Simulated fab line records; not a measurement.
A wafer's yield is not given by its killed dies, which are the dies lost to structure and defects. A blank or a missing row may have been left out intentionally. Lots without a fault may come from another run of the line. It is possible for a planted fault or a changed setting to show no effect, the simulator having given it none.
Which tool did it?    flow nand harc    33 wafers from 11 lots sampled at 5 of the route's 1159 steps

## WHAT EACH GAUGE READ, for each wafer
NHARC_END_SORT_01.
lot   measured      on         killed at array
L465  day 23 12:39  prober-02  35 400 26

## EACH LOT AND THE TOOL THAT RAN IT (in order: tool; ch and the chambers of the sampled wafers; start)
lot   NHARC_A_CHANNEL_HOLE_D1_ETCH_39                NHARC_A_CHANNEL_HOLE_D1_ETCH_23   NHARC_A_CHANNEL_HOLE_D1_ETCH_26   NHARC_A_CHANNEL_HOLE_D1_ETCH_44
L452  rie diel-09 ch 0,2,3, day 8 07:43 or earlier   har etch-02 ch 0,1, day 8 07:43   har etch-02 ch 0,1, day 8 10:05   rie diel-08 ch 0,3, day 8 11:02
L456  rie diel-08 ch 0,2, day 9 13:14 or earlier     har etch-02 ch 0,1, day 9 13:14   har etch-02 ch 0,1, day 9 15:23   rie diel-08 ch 0,2, day 9 16:16
L460  rie diel-10 ch 1,2,3, day 10 14:00 or earlier  har etch-01 ch 0,1, day 10 14:00  har etch-01 ch 0,1, day 10 16:20  rie diel-08 ch 0,1, day 10 17:17
L465  rie diel-08 ch 0,1,3, day 12 09:10 or earlier  har etch-01 ch 0,1, day 12 09:10  har etch-01 ch 0,1, day 12 11:30  rie diel-08 ch 0,1,2, day 12 12:27
L469  rie diel-08 ch 0,3, day 12 17:50 or earlier    har etch-02 ch 0,1, day 12 17:50  har etch-02 ch 0,1, day 12 19:59  rie diel-10 ch 0,3, day 12 20:52
L468  rie diel-10 ch 0,1,2, day 12 18:21 or earlier  har etch-01 ch 0,1, day 12 18:21  har etch-01 ch 0,1, day 12 20:42  rie diel-09 ch 0,3, day 12 21:40
L470  rie diel-10 ch 0,1,2, day 12 22:31 or earlier  har etch-01 ch 0,1, day 12 22:31  har etch-01 ch 0,1, day 13 00:50  rie diel-10 ch 0,1,3, day 13 01:47
L472  rie diel-08 ch 0,2,3, day 13 02:40 or earlier  har etch-01 ch 0,1, day 13 02:40  har etch-01 ch 0,1, day 13 05:01  rie diel-10 ch 1,3, day 13 05:58
L473  rie diel-10 ch 0,1,3, day 13 18:21 or earlier  har etch-01 ch 0,1, day 13 18:21  har etch-01 ch 0,1, day 13 20:31  rie diel-10 ch 2,3, day 13 21:24
L474  rie diel-09 ch 0,2,3, day 13 19:37 or earlier  har etch-02 ch 0,1, day 13 19:37  har etch-02 ch 0,1, day 13 21:58  rie diel-10 ch 0,1,3, day 13 22:54
L475  rie diel-08 ch 1,2,3, day 14 07:26 or earlier  har etch-02 ch 0,1, day 14 07:26  har etch-02 ch 0,1, day 14 09:41  rie diel-10 ch 0,1,3, day 14 10:35
- NHARC_A_CHANNEL_HOLE_D1_ETCH_39: etches the open film in N2/H2, target depth 260 nm, time 325 s.
- NHARC_A_CHANNEL_HOLE_D1_ETCH_23: etches the open film in C4F8/O2/Ar, time 819 s, target depth 1600 nm.
- NHARC_A_CHANNEL_HOLE_D1_ETCH_26: etches the open film in C4F8/O2/Ar, time 224.1 s, target depth 300 nm.
- NHARC_A_CHANNEL_HOLE_D1_ETCH_44: etches the open film in CF4/O2, target depth 140 nm, overetch 14 nm, time 77 s.

## THE ANSWER, worked out from the rows above alone
Rule: usual is defined by the lots themselves. The widest of any qualifying gaps counts: lots, ordered by their means at a reading, are off when they make up no more than a third of the lots, leave a main group of 4 or more, and stand apart from it by 3 or more times the standard deviation of that group's means. Not used: any main group whose means are identical at the precision the tables above print for the reading. Also off: a lot with no number at a reading for which 4 or more lots have one. Any other lot the step has rows for is counted as sound.
Across all readings shown, no lot is off: no conclusion can be drawn from this.

## WHAT THE SIMULATOR HAD INSERTED
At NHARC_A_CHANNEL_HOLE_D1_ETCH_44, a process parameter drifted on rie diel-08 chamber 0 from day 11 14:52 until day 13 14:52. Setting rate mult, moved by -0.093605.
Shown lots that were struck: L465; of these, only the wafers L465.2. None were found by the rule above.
